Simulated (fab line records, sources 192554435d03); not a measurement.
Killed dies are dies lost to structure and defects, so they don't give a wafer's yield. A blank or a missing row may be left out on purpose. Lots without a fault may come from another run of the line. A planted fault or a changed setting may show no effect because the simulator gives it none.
Chamber matching | flow n5_finfet | N5_BEOL_M8_ALD_77 on ald_metal-02: 4 sister chambers
The step deposits TaN, target thk 2 nm, pulse time 2 s, purge time 3 s. 14 wafers are shown with their chamber, then 7 later ones without.

WAFERS WITH THEIR CHAMBER
wafer  | chamber | heater_power_w (W) | susceptor_temp_C (C) | mfc_carrier_sccm (sccm)
L074.2 | 1       | 355                | 275.03               | 1500
L074.3 | 2       | 425                | 275.22               | 1503
L074.5 | 3       | 409                | 274.70               | 1501
L077.1 | 1       | 358                | 275.13               | 1501
L077.2 | 3       | 401                | 275.13               | 1502
L077.3 | 0       | 505                | 275.06               | 1496
L084.2 | 1       | 362                | 275.10               | 1505
L084.3 | 3       | 415                | 275.23               | 1507
L084.6 | 0       | 492                | 274.81               | 1493
L088.1 | 3       | 398                | 275.23               | 1510
L088.4 | 1       | 362                | 274.90               | 1499
L088.5 | 0       | 510                | 274.94               | 1507
L091.2 | 2       | 421                | 275.18               | 1498
L091.3 | 1       | 354                | 274.91               | 1503

SIGNATURES (means of the wafers above)
reading          | chamber 0 | chamber 1 | chamber 2 | chamber 3 | scatter within a chamber
heater_power_w   | 502.33    | 358.20    | 423.00    | 405.75    | 6.45
susceptor_temp_C | 274.9367  | 275.0140  | 275.2000  | 275.0725  | 0.164
mfc_carrier_sccm | 1498.67   | 1501.60   | 1500.50   | 1505.00   | 4.45
Rule: a wafer's distance from a chamber is the root of the sum, over the readings, of the square of ((its reading less the chamber's mean) divided by the reading's scatter). The wafer belongs to the nearest chamber; if the next one is less than 2 further off, it can't be placed. The scatter: the root of (the sum of the squares of (reading less its chamber's mean) over the shown wafers, divided by (wafers less chambers)).

WAFERS WITHOUT THEIR CHAMBER
wafer  | heater_power_w (W) | susceptor_temp_C (C) | mfc_carrier_sccm (sccm)
L091.6 | 413                | 274.93               | 1502
L093.1 | 359                | 274.79               | 1499
L093.2 | 431                | 275.10               | 1503
L093.5 | 423                | 274.76               | 1503
L095.1 | 416                | 274.98               | 1504
L095.3 | 405                | 274.97               | 1507
L095.6 | 411                | 275.26               | 1498

WHICH CHAMBER EACH WENT THROUGH
wafer  | from the rows above     | in truth
L091.6 | can't be placed: 3 or 2 | 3
L093.1 | 1                       | 1
L093.2 | 2                       | 2
L093.5 | can't be placed: 2 or 3 | 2
L095.1 | can't be placed: 3 or 2 | 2
L095.3 | 3                       | 3
L095.6 | can't be placed: 2 or 3 | 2
Placed correctly: 3 of 7. Can't be placed from these rows: 4 (the true chamber is among the candidates in 4). Placed wrongly: 0.
